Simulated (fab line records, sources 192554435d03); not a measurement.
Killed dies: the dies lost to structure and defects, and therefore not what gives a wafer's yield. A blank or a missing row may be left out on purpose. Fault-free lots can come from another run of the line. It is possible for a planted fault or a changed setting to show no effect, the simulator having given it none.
What tool caused it? | flow n5_finfet | 29 wafers from 10 lots sampled at 6 of the route's 1938 steps

WHAT THE GAUGES SHOWED, per wafer
N5_BEOL_M4_RC_MEAS_101.
lot  | measured     | on        | DIBL_N (mV/V)  | DIBL_P (mV/V)  | IOFF_N (nA/um) | IOFF_P (nA/um) | ION_N (uA/um) | ION_P (uA/um) | SS_N (mV/dec)  | SS_P (mV/dec)  | VT_N (mV)   | VT_P (mV)
L467 | day 9 10:32  | prober-01 | 38.5 39.2      | 37.1 37.9      | 0.18 0.21      | 0.22 0.24      | 671 679       | 458 458       | 72.7 71.8      | 73.8 73.9      | 247 248     | -250 -246
L466 | day 9 15:42  | prober-02 | 33.4 30.8 33.7 | 33.8 32.2 34.7 | 0.13 0.10 0.14 | 0.17 0.16 0.19 | 678 659 679   | 460 462 465   | 70.8 70.2 70.8 | 72.1 72.1 72.4 | 252 257 249 | -251 -254 -253
L471 | day 10 19:05 | prober-01 | 35.2 32.3 35.6 | 34.8 32.9 36.0 | 0.14 0.11 0.14 | 0.18 0.16 0.19 | 665 655 667   | 455 454 461   | 71.1 70.3 71.0 | 72.2 71.8 72.8 | 253 254 251 | -255 -252 -254
L475 | day 12 00:44 | prober-02 | 34.0 36.6 33.7 | 32.1 35.7 32.3 | 0.13 0.18 0.12 | 0.18 0.24 0.18 | 666 673 665   | 458 470 460   | 71.1 72.5 70.4 | 72.2 73.2 72.5 | 253 246 253 | -250 -246 -248
L479 | day 13 14:25 | prober-02 | 35.7 36.6 34.8 | 36.3 37.7 36.3 | 0.16 0.17 0.15 | 0.20 0.22 0.20 | 673 665 669   | 466 464 458   | 71.7 72.0 71.0 | 73.6 73.7 73.3 | 251 251 250 | -253 -252 -253
L481 | day 13 15:56 | prober-02 | 34.0 35.8 34.9 | 34.4 34.3 34.8 | 0.13 0.15 0.14 | 0.17 0.17 0.18 | 664 663 663   | 454 451 455   | 71.3 71.9 72.2 | 72.1 73.3 72.4 | 252 253 252 | -252 -250 -253
L483 | day 13 16:46 | prober-01 | 40.9 38.3 38.9 | 41.1 37.2 38.2 | 0.26 0.18 0.20 | 0.30 0.23 0.24 | 700 689 691   | 476 466 462   | 72.6 71.8 71.8 | 75.2 73.6 74.7 | 243 249 249 | -247 -251 -249
L485 | day 14 04:13 | prober-01 | 36.3 36.5 39.1 | 35.8 36.5 39.1 | 0.16 0.16 0.21 | 0.18 0.19 0.23 | 681 684 696   | 460 460 462   | 71.5 71.9 71.9 | 72.7 73.1 73.3 | 248 253 245 | -254 -252 -251
L487 | day 15 02:20 | prober-02 | 37.0 37.4 35.2 | 38.6 39.4 37.4 | 0.19 0.20 0.17 | 0.23 0.23 0.21 | 689 696 681   | 460 470 468   | 71.7 72.3 71.6 | 74.1 73.4 73.8 | 247 247 250 | -250 -251 -251
L488 | day 15 05:06 | prober-01 | 36.0 37.5 36.2 | 35.5 37.4 36.2 | 0.14 0.18 0.16 | 0.20 0.24 0.21 | 676 682 678   | 466 473 466   | 70.8 71.7 71.3 | 73.0 73.2 73.0 | 251 249 250 | -249 -247 -248

N5_BEOL_M9_RS_MEAS_57: measures by four-point-probe.
lot  | measured     | on            | M9_RS (ohm/sq)
L467 | day 11 10:54 | film_metro-01 | 0.1505 0.1542
L466 | day 11 17:48 | film_metro-01 | 0.1548 0.1577 0.1540
L471 | day 12 17:49 | film_metro-02 | 0.1546 0.1504 0.1544
L475 | day 14 02:43 | film_metro-02 | 0.1531 0.1485 0.1506
L479 | day 15 19:58 | film_metro-02 | 0.1514 0.1542 0.1497
L481 | day 15 19:23 | film_metro-01 | 0.1557 0.1541 0.1537
L483 | day 15 20:41 | film_metro-02 | 0.1593 0.1497 0.1570
L485 | day 16 09:09 | film_metro-02 | 0.1534 0.1514 0.1603
L487 | day 17 01:50 | film_metro-01 | 0.1470 0.1507 0.1567
L488 | day 17 01:44 | film_metro-01 | 0.1551 0.1522 0.1530

N5_BEOL_M9_INSPECT_58: inspects for defects (darkfield).
lot  | measured     | on                | raw_defect_count
L467 | day 11 10:56 | defect_inspect-02 | 52 79
L466 | day 11 17:50 | defect_inspect-02 | 115 79 72
L471 | day 12 17:50 | defect_inspect-02 | 66 127 77
L475 | day 14 02:44 | defect_inspect-02 | 98 80 199
L479 | day 15 19:59 | defect_inspect-01 | 99 77 73
L481 | day 15 19:25 | defect_inspect-01 | 44 66 71
L483 | day 15 20:43 | defect_inspect-01 | 55 66 46
L485 | day 16 09:10 | defect_inspect-01 | 28 80 51
L487 | day 17 01:52 | defect_inspect-02 | 52 68 74
L488 | day 17 01:46 | defect_inspect-01 | 76 77 63

N5_BEOL_M10_OCD_MEAS_38.
lot  | measured     | on     | trench_depth_nm (nm)
L467 | day 11 15:29 | ocd-01 | 146.2 153.0
L466 | day 11 23:16 | ocd-02 | 151.5 147.9 146.0
L471 | day 12 22:23 | ocd-02 | 147.3 149.7 152.4
L475 | day 14 09:16 | ocd-01 | 146.4 144.4 148.2
L479 | day 16 01:33 | ocd-02 | - - -
L481 | day 16 01:17 | ocd-02 | - - -
L483 | day 16 02:09 | ocd-02 | 147.7 145.7 145.8
L485 | day 16 12:32 | ocd-02 | 148.6 150.5 148.0
L487 | day 17 09:36 | ocd-01 | 150.9 150.5 147.1
L488 | day 17 09:26 | ocd-01 | 147.2 144.5 146.2

WHAT TOOL EACH LOT RAN ON (gives the tool, then ch and the chambers of the sampled wafers, and finally the start)
lot  | N5_BEOL_M9_ETCH_41                            | N5_BEOL_M10_ILD_DEP_00
L467 | rie_diel-05 ch 1,2, day 11 10:54 or earlier   | pecvd-03 ch 0,2, day 11 10:58
L466 | rie_diel-05 ch 0,2, day 11 17:48 or earlier   | pecvd-02 ch 0,2, day 11 17:53
L471 | rie_diel-05 ch 1,2,3, day 12 17:49 or earlier | pecvd-03 ch 0,1,2, day 12 17:52
L475 | rie_diel-01 ch 2,3, day 14 02:43 or earlier   | pecvd-02 ch 0,1, day 14 02:46
L479 | rie_diel-05 ch 0,1,2, day 15 19:58 or earlier | pecvd-04 ch 1,2, day 15 20:02
L481 | rie_diel-05 ch 0,1,3, day 15 19:23 or earlier | pecvd-02 ch 0,1,2, day 15 19:27
L483 | rie_diel-05 ch 0,1,3, day 15 20:41 or earlier | pecvd-02 ch 0,1, day 15 20:45
L485 | rie_diel-02 ch 0,1,3, day 16 09:09 or earlier | pecvd-04 ch 0,1, day 16 09:14
L487 | rie_diel-01 ch 0,1,2, day 17 01:50 or earlier | pecvd-04 ch 0,1, day 17 01:53
L488 | rie_diel-05 ch 1,2,3, day 17 01:44 or earlier | pecvd-03 ch 0,2, day 17 01:49
- N5_BEOL_M9_ETCH_41: etches SiCN in CH3F/O2, target depth 36.6 nm, time 70.1 s.
- N5_BEOL_M10_ILD_DEP_00: deposits SiCOH lowk from DEMS/porogen, target thk 308.51 nm, time 58 s.

AS READ BY THE TOOLS THEMSELVES (means over the sampled wafers that have a number; for cases with no such wafer, the mark the record gives instead)
N5_BEOL_M9_ETCH_41.
lot  | tool        | drypump_motor_current_A (A) | oes_product_au (a.u.) | rf_vpp_V (V) | showerhead_plenum_p_Torr (Torr) | throttle_valve_pct (%)
L467 | rie_diel-05 | 5.5                         | 0.74                  | 296.5        | 1.96                            | 16.34
L466 | rie_diel-05 | 5.7                         | 0.70                  | 296.9        | 2.01                            | 16.47
L471 | rie_diel-05 | 5.6                         | 0.80                  | 296.7        | 1.98                            | 16.28
L475 | rie_diel-01 | 5.9                         | 0.85                  | 298.2        | 2.05                            | 16.33
L479 | rie_diel-05 | 5.7                         | 0.79                  | 297.1        | 1.98                            | 16.31
L481 | rie_diel-05 | 5.9                         | 0.85                  | 298.0        | 2.02                            | 16.24
L483 | rie_diel-05 | 6.0                         | 0.86                  | 297.6        | 2.02                            | 16.23
L485 | rie_diel-02 | 5.8                         | 0.79                  | 298.5        | 2.06                            | 16.42
L487 | rie_diel-01 | 6.0                         | 0.84                  | 298.0        | 2.05                            | 16.40
L488 | rie_diel-05 | 5.6                         | 0.76                  | 297.1        | 1.97                            | 16.34

N5_BEOL_M10_ILD_DEP_00.
lot  | tool     | chamber_pressure_Torr (Torr) | heater_power_outer_w (W) | heater_power_w (W) | showerhead_plenum_p_Torr (Torr) | showerhead_vpp_V (V) | throttle_valve_pct (%)
L467 | pecvd-03 | 4.991                        | 196                      | 388                | 5.739                           | 1301                 | 14.8
L466 | pecvd-02 | 5.005                        | 237                      | 456                | 5.710                           | 1369                 | 13.4
L471 | pecvd-03 | 5.003                        | 173                      | 359                | 5.748                           | 1352                 | 14.7
L475 | pecvd-02 | 5.006                        | 139                      | 326                | 5.729                           | 1329                 | 13.7
L479 | pecvd-04 | -                            | -                        | -                  | -                               | -                    | -
L481 | pecvd-02 | -                            | -                        | -                  | -                               | -                    | -
L483 | pecvd-02 | 5.000                        | 133                      | 311                | 5.740                           | 1328                 | 13.8
L485 | pecvd-04 | 5.001                        | 130                      | 276                | 5.730                           | 1427                 | 13.8
L487 | pecvd-04 | 4.994                        | 149                      | 300                | 5.728                           | 1433                 | 13.7
L488 | pecvd-03 | 4.992                        | 191                      | 379                | 5.748                           | 1298                 | 15.4

THE ANSWER, worked out from the rows above alone
Rule: the lots themselves supply what counts as usual. The widest of any qualifying gaps counts: lots, ordered by their means at a reading, are off when they make up no more than a third of the lots, leave a main group of 4 or more, and stand apart from it by 3 or more times the standard deviation of that group's means. A main group whose means are all the same, to the digits that the tables above print for the reading, isn't used. A lot without any number at a reading at which 4 lots or more have one is off too. All remaining lots with rows at the step are treated as sound. After the gauges, taken in route order, come the tools' own readings; for these a lot's mean is taken, as printed above. At the first step where some lot is off, the reading lying furthest off is the one used; lots without a number count as furthest.
Off at N5_BEOL_M10_OCD_MEAS_38 (trench_depth_nm): L479, L481. Without a number there: L479, L481. Mean 148.1 nm and standard deviation 1.5 in the main group.
If a tool, at a process step before that reading, ran all the lots that are off and no sound lot after the first of them, it fits. The gauges at N5_BEOL_M10_OCD_MEAS_38 aren't tried: what is off there is off at N5_BEOL_M10_ILD_DEP_00 too, on other tools, and a gauge's error can't cause that. Because N5_BEOL_M9_ETCH_41 lacks a start for some lots, the hours and order of its lots are taken from N5_BEOL_M9_RS_MEAS_57. Not one of the candidates tried fits.

WHAT THE SIMULATOR PUT IN
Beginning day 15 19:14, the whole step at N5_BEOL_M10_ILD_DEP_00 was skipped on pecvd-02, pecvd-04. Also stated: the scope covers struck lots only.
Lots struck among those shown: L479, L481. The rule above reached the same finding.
